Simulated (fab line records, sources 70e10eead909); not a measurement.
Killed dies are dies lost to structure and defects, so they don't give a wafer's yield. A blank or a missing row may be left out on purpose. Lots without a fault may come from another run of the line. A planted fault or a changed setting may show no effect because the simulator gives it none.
Chamber matching | flow nand_harc | NHARC_THIN_TSV_ETCHBACK_48 on rie_diel-05: 4 sister chambers
The step etches the open film in C4F8/Ar, target depth 1028.5 nm, time 405.17 s. 14 wafers are shown with their chamber, then 7 later ones without.

WAFERS WITH THEIR CHAMBER
wafer  | chamber | rf_vpp_V (V) | oes_product_au (a.u.) | rf_fwd_power_W (W)
L565.1 | 0       | 548          | 0.904                 | 600.8
L565.2 | 1       | 551          | 0.926                 | 601.0
L565.5 | 1       | 551          | 0.929                 | 599.0
L566.1 | 3       | 546          | 0.939                 | 599.1
L566.2 | 2       | 552          | 0.928                 | 595.9
L566.6 | 2       | 551          | 0.927                 | 598.8
L568.1 | 3       | 547          | 0.921                 | 595.1
L568.2 | 1       | 551          | 0.928                 | 601.5
L568.6 | 3       | 546          | 0.931                 | 596.2
L577.3 | 1       | 552          | 0.914                 | 599.3
L577.4 | 3       | 547          | 0.942                 | 598.2
L577.5 | 3       | 547          | 0.927                 | 598.4
L586.1 | 1       | 551          | 0.917                 | 600.6
L586.2 | 0       | 550          | 0.913                 | 600.2

SIGNATURES (means of the wafers above)
reading        | chamber 0 | chamber 1 | chamber 2 | chamber 3 | scatter within a chamber
rf_vpp_V       | 549.00    | 551.20    | 551.50    | 546.60    | 0.671
oes_product_au | 0.90850   | 0.92280   | 0.92750   | 0.93200   | 0.00724
rf_fwd_power_W | 600.500   | 600.280   | 597.350   | 597.400   | 1.43
Rule: a wafer's distance from a chamber is the root of the sum, over the readings, of the square of ((its reading less the chamber's mean) divided by the reading's scatter). The wafer belongs to the nearest chamber; if the next one is less than 2 further off, it can't be placed. The scatter: the root of (the sum of the squares of (reading less its chamber's mean) over the shown wafers, divided by (wafers less chambers)).

WAFERS WITHOUT THEIR CHAMBER
wafer  | rf_vpp_V (V) | oes_product_au (a.u.) | rf_fwd_power_W (W)
L586.4 | 551          | 0.919                 | 602.7
L585.3 | 550          | 0.957                 | 598.8
L585.4 | 552          | 0.970                 | 599.3
L585.6 | 551          | 0.966                 | 597.6
L588.2 | 550          | 0.922                 | 597.5
L588.3 | 551          | 0.916                 | 601.3
L588.4 | 547          | 0.938                 | 598.8

WHICH CHAMBER EACH WENT THROUGH
wafer  | from the rows above          | in truth
L586.4 | can't be placed: 1 or 0      | 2
L585.3 | can't be placed: 2 or 1 or 3 | 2
L585.4 | can't be placed: 2 or 1      | 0
L585.6 | can't be placed: 2 or 1      | 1
L588.2 | can't be placed: 2 or 1 or 0 | 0
L588.3 | can't be placed: 1 or 0      | 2
L588.4 | 3                            | 3
Placed correctly: 1 of 7. Can't be placed from these rows: 6 (the true chamber is among the candidates in 3). Placed wrongly: 0.
